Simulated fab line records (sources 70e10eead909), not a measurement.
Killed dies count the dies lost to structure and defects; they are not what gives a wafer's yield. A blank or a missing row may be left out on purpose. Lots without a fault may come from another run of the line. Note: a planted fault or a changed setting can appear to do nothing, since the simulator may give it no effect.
A lot that was struck, set against a sound lot	flow nand harc	25 steps out of a route of 1302
Sound: wafers L929.1, L929.4, L929.6. Struck: wafers L936.2, L936.4, L936.5. At the end, the cause is stated.
Per side, at each step with rows, come the tool, then ch with its chambers, and then its first start. Under that, the readings that differ: sound wafers	struck wafers	difference of the means	sigmas: that difference in standard deviations of wafers without a fault.
alike: a reading whose means differ by less than 2 such deviations, as well as words and numbers matching on both sides. not compared: withheld readings; readings where some wafer has no value; bounds like >300 that might hide an equal value; numbers whose values overlap and for which the record gives no deviation.
Wherever a step has rows on one side only, a row that says differs or no value, or a row with sigmas, the two part there. Non-overlapping numbers with no deviation appear without sigmas and do not part them. Lack of a reading on every wafer of one side parts them only where that side has two or more wafers.

first, 1 step without rows for these wafers: NHARC_P_CONTACT_DEP_30 (deposits SiNx, target thk 30 nm).
NHARC_P_CONTACT_DEP_00: deposits SiO2, target thk 500 nm.
  sound on pecvd-04 ch 0,2; struck on pecvd-01 ch 0,2
  alike: heater power w, throttle valve pct
NHARC_P_CONTACT_CMP_01: polishes SiO2, target thk 200 nm.
  sound on cmp-03 ch 1,2,3, day 8 16:30; struck on cmp-02 ch 0,2, day 11 10:40
  alike: motor current A, slurry filter dp kPa
then, 8 steps without rows for these wafers: NHARC_P_CONTACT_SRD_03; NHARC_P_CONTACT_DEHYDRATE_04 (time 120 s); NHARC_P_CONTACT_HMDS_05 (time 30 s); NHARC_P_CONTACT_COAT_33 (time 75 s); NHARC_P_CONTACT_COAT_34 (time 65 s); NHARC_P_CONTACT_COAT_06 (resist thk 90 nm); NHARC_P_CONTACT_SOFTBAKE_07 (time 55 s); NHARC_P_CONTACT_EBR_08.
NHARC_P_CONTACT_EXPOSE_09: exposes mask P CA, target cd 90 nm.
  sound on arfi scanner-03 ch 0, day 8 17:01; struck on arfi scanner-02 ch 0, day 11 11:14
reading	sound	struck	difference	sigmas
exposure dose mJ cm2	81.13 81.10 81.11	88.42 88.41 88.40	+7.30	+41
  alike: mask
then, 2 steps without rows for these wafers: NHARC_P_CONTACT_PEB_10 (peb time 65 s); NHARC_P_CONTACT_DEVELOP_11 (develop time 35 s).
NHARC_P_CONTACT_CD_MEAS_12 targets a cd of 90 nm.
  sound on cd sem-03 ch 0, day 8 17:10; struck on cd sem-03 ch 0, day 11 11:23
reading	sound	struck	difference	sigmas
cd nm (nm)	90.7 89.9 90.9	94.8 96.4 95.2	+5.0	+7
NHARC_P_CONTACT_OVL_MEAS_13:
  sound on overlay-02, day 8 17:15; struck on overlay-01, day 11 11:28
  alike: overlay x nm, overlay y nm
NHARC_P_CONTACT_INSPECT_14:
  sound on defect inspect-02, day 8 17:17; struck on defect inspect-02, day 11 11:30
  alike: raw defect count
NHARC_P_CONTACT_DESCUM_17: chemistry O2, time 3 s.
  sound on rie diel-08 ch 0,1,3, day 8 17:21; struck on rie diel-04 ch 2,3, day 11 11:34
reading	sound	struck	difference	sigmas
model.P_CONTACT.cd nm (nm)	90.56 89.54 90.7	95.56 96.21 95.65	+5.54	
  alike: drypump motor current A, oes product au, rf vpp V, showerhead plenum p Torr, throttle valve pct
  not compared: rf hours counter h
NHARC_P_CONTACT_ETCH_35: etches the open film in CF4, target depth 39 nm, time 65 s.
  sound on rie diel-08 ch 1,2,3, day 8 17:26; struck on rie diel-04 ch 0,2, day 11 11:40
  alike: drypump motor current A, oes product au, rf vpp V, showerhead plenum p Torr, throttle valve pct
  not compared: rf hours counter h
NHARC_P_CONTACT_ETCH_36: etches the open film in N2/H2, target depth 260 nm, time 406.25 s.
  sound on rie diel-08 ch 1,2,3; struck on rie diel-04 ch 0,2,3
  alike: drypump motor current A, n2 flow sccm, oes product au, rf vpp V, showerhead plenum p Torr, throttle valve pct
  not compared: rf hours counter h
NHARC_P_CONTACT_ETCH_18: etches the open film in C4F8/O2/Ar, target depth 481 nm, time 240.5 s.
  sound on rie diel-08 ch 0,3; struck on rie diel-04 ch 0,2,3
  alike: oes product au, rf vpp V
  not compared: rf hours counter h
then, 1 step without rows for these wafers: NHARC_P_CONTACT_STRIP_37 (strips in C4F8/O2/Ar).
NHARC_P_CONTACT_ETCH_31: etches the open film in CH3F/O2, target depth 30 nm, time 85.7 s.
  sound on rie diel-08 ch 1,2,3; struck on rie diel-04 ch 0,2
reading	sound	struck	difference	sigmas
model.P_CONTACT.cd nm (nm)	92.68 90.6 92.29	95.66 94.78 94.7	+3.19	
  alike: drypump motor current A, oes product au, rf vpp V, showerhead plenum p Torr, throttle valve pct
  not compared: rf hours counter h
NHARC_P_CONTACT_CD_MEAS_19:
  sound on cd sem-03, day 8 18:13; struck on cd sem-01, day 11 12:35
reading	sound	struck	difference	sigmas
cd nm (nm)	92.5 90.6 92.1	95.7 94.9 94.4	+3.3	+2
next, for these wafers, 1 step has no rows: NHARC_END_SORT_01.

WHERE THEY PART
First at NHARC_P_CONTACT_EXPOSE_09; last, within this record, at NHARC_P_CONTACT_CD_MEAS_19.

WHY: what the simulator had put in
Drift in process parameters on arfi scanner-02 at NHARC_P_CONTACT_EXPOSE_09, starting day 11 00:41. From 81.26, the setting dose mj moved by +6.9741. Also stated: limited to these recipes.
